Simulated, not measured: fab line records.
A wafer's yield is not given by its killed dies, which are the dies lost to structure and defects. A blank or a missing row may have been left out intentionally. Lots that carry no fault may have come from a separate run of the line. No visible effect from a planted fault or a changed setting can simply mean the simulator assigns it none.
A lot that was struck, set against a sound lot    flow n5_finfet    15 out of 1938 route steps
Sound: wafers L556.1, L556.3, L556.5. Struck: wafer L552.6 (left out: L552.1, a lot-mate that was not struck); the cause follows at the end.
Order at every step that has rows: each side's tool, ch and its chambers, its first start. Under that, the readings that differ: sound wafers    struck wafers    difference of the means    sigmas: that difference in standard deviations of wafers without a fault.
alike: same words and numbers on both sides, and readings whose means sit less than 2 such deviations apart. not compared: any withheld reading, any reading some wafer has no value for, any bound like >300 that may hide the same value, and any number with overlapping values for which the record gives no deviation.
A row with sigmas, a row that says differs or no value, or rows on one side alone: a step with any of these is where the two part. Numbers that don't overlap but have no deviation are shown without sigmas and don't part them. A reading missing from all wafers of one side parts the sides only when that side holds two or more wafers.

first, 8 steps without rows for these wafers: N5_FIN_CUT_COAT_19 (time 60 s, resist thk 20 nm); N5_FIN_CUT_COAT_29 (time 60 s, resist thk 10 nm); N5_FIN_CUT_COAT_02 (resist thk 30 nm); N5_FIN_CUT_EBR_04; N5_FIN_CUT_SOFTBAKE_03 (time 60 s); N5_FIN_CUT_EXPOSE_05 (exposes mask FIN CUT); N5_FIN_CUT_PEB_06 (peb time 60 s); N5_FIN_CUT_DEVELOP_07 (develop time 30 s).
N5_FIN_CUT_CD_MEAS_08: the cd target is 29.1 nm.
  sound on cd_sem-02 ch 0, day 5 05:05; struck on cd_sem-02 ch 0, day 4 03:28
  alike: cd_nm
N5_FIN_CUT_OVL_MEAS_09:
  sound on overlay-01 ch 0, day 5 05:07; struck on overlay-02 ch 0, day 4 03:29
  alike: FIN_CUT_OVL
N5_FIN_CUT_INSPECT_10: inspects for defects (brightfield).
  struck on defect_inspect-01, day 4 03:33; sound on defect_inspect-02, day 5 05:10
  alike: raw_defect_count
N5_FIN_CUT_DESCUM_13: chemistry O2, time 7 s.
  sound on rie_diel-02 ch 0,2,3, day 5 05:13; struck on rie_diel-03 ch 1, day 4 03:35
reading                      sound              struck  difference  sigmas
drypump_motor_current_A (A)  5.5 5.5 5.6        6.5     +1.0        +2
rf_fwd_power_W (W)           49.36 49.33 49.48  50.03   +0.64       +3
  alike: oes_product_au, rf_vpp_V, showerhead_plenum_p_Torr, throttle_valve_pct
  not compared: rf_hours_counter_h
N5_FIN_CUT_ETCH_30: etches underlayer in N2/H2, target depth 13 nm, time 10.4 s.
  sound on rie_diel-02 ch 0,2,3, day 5 05:14; struck on rie_diel-03 ch 1, day 4 03:37
reading                      sound          struck  difference  sigmas
drypump_motor_current_A (A)  5.5 5.5 5.6    6.4     +0.9        +2
etch_rf_on_time_s (s)        10.8 9.7 11.0  12.9    +2.4        +6
  alike: h2_flow_sccm, oes_product_au, rf_fwd_power_W, rf_vpp_V, showerhead_plenum_p_Torr, throttle_valve_pct
  not compared: rf_hours_counter_h
N5_FIN_CUT_ETCH_20: etches SiARC in CF4, target depth 26 nm, time 43.3 s.
  sound on rie_diel-02 ch 0,2,3, day 5 05:16; struck on rie_diel-03 ch 1, day 4 03:38
  alike: drypump_motor_current_A, etch_rf_on_time_s, oes_product_au, rf_fwd_power_W, rf_vpp_V, showerhead_plenum_p_Torr, throttle_valve_pct
  not compared: rf_hours_counter_h
N5_PASSIVATION_PROBE_49:
  the record holds rows for the sound wafers here (prober-02, day 18 11:35) but none for the struck ones

## WHERE THEY PART
At N5_FIN_CUT_DESCUM_13 first; at N5_PASSIVATION_PROBE_49 last (within this record only).

WHY: the cause the simulator had injected
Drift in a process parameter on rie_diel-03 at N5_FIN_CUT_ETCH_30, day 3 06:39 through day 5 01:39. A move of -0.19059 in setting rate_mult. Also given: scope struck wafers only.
